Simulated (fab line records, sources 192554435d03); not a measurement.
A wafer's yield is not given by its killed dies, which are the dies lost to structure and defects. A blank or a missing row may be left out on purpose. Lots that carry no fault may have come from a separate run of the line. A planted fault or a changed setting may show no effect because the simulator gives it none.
Code-filled problem report in 8D (eight disciplines) form -- flow n5-finfet -- the parts of the form that need people (team, actions taken, sign-off) are left out

1. WHAT WENT WRONG
Wafers without a fault read 20.599 s, standard deviation 0.0086; overpolish-run-s at N5_BEOL_M12_CMP_49 reads a mean of 6.945 s on 3 wafers belonging to 2 lots. So: -99 or more standard deviations from the usual mean.
The step: polishes, stops on SiOC, t overpolish 20.6 s, target thk 320 nm.
The first sign was on wafer L884.2 at day 12 22:04, on cmp-03. At this step, 18 wafers from 6 lots have a number in the record. Rule for "out", or "out of limits": more than 4 standard deviations from the usual mean. All remaining wafers that have a number are taken as sound.

2. WHAT THIS IS AND IS NOT
question,is,is not
which readings at this step,"overpolish-run-s, barrier-field-endpoint-s, head-pressure-psi",platen-rpm
which lots,"L884, L885","L888, L891, L894, L895"
which wafers of those lots,"L884.2, L884.5, L885.2","L884.3, L885.1, L885.3"
read on which tools,cmp-03,cmp-01
when,from day 12 22:04,"up to then (1 sound wafer); but 14 sound wafers of L885, L888, L891, L894, L895 came after"

3. THE SUSPECTS, EACH WITH WHAT RULES IT OUT
Counting: any tool at a process step up to the reading remains a suspect provided it ran every lot that is out. Sound lots after the first of them don't rule it out here, since some wafers of a struck lot are sound.
- cmp-03 at N5_BEOL_M12_CMP_49 (polishes, stops on SiOC, t overpolish 20.6 s, target thk 320 nm): kept. It ran every lot that is out, first L884 (day 12 22:04). Out on those wafers are its own readings of barrier-field-endpoint-s, head-pressure-psi, overpolish-run-s.
- cmp-03, N5_BEOL_M12_CMP_49: wafers that are out in chamber 0, sound lot-mates in chambers 1, 3.
Left after counting: cmp-03 at N5_BEOL_M12_CMP_49.

4. THE CAUSE (what the simulator had put in)
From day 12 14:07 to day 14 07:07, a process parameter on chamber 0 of cmp-03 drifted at N5_BEOL_M12_CMP_49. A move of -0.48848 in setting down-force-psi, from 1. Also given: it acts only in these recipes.
The count eliminated every tool but this one.

5. THE EFFECT CHAIN, in route order
Rows list readings where the struck wafers' mean (over those with a number) sits beyond 3 standard deviations from the usual. Only readings whose record carries a usual standard deviation are examined. hours: median over the lots of the time between each lot's start at the first step of this table that gives one and its start at this step. sigmas: the change, counted in usual standard deviations.
hours,step,reading,usual,on struck wafers,change,sigmas
0,N5_BEOL_M12_CMP_49,barrier-field-endpoint-s,30.4 s,59.1,+28.7,+40
0,N5_BEOL_M12_CMP_49,head-pressure-psi,0.9997 psi,0.5112,-0.4885,-99 or more
0,N5_BEOL_M12_CMP_49,overpolish-run-s,20.599 s,6.945,-13.654,-99 or more
34,N5_PASSIVATION_PROBE_49,killed_at_M4_up,14,55,+41,+6.4
It contains these process steps:
- N5_BEOL_M12_CMP_49: polishes, stops on SiOC, t overpolish 20.6 s, target thk 320 nm.
- N5_PASSIVATION_PROBE_49

6. HOW IT WOULD HAVE BEEN CAUGHT EARLIER
8 hours passed between the start of the fault at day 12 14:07 and the first reading out of limits in this record, taken at day 12 22:04.
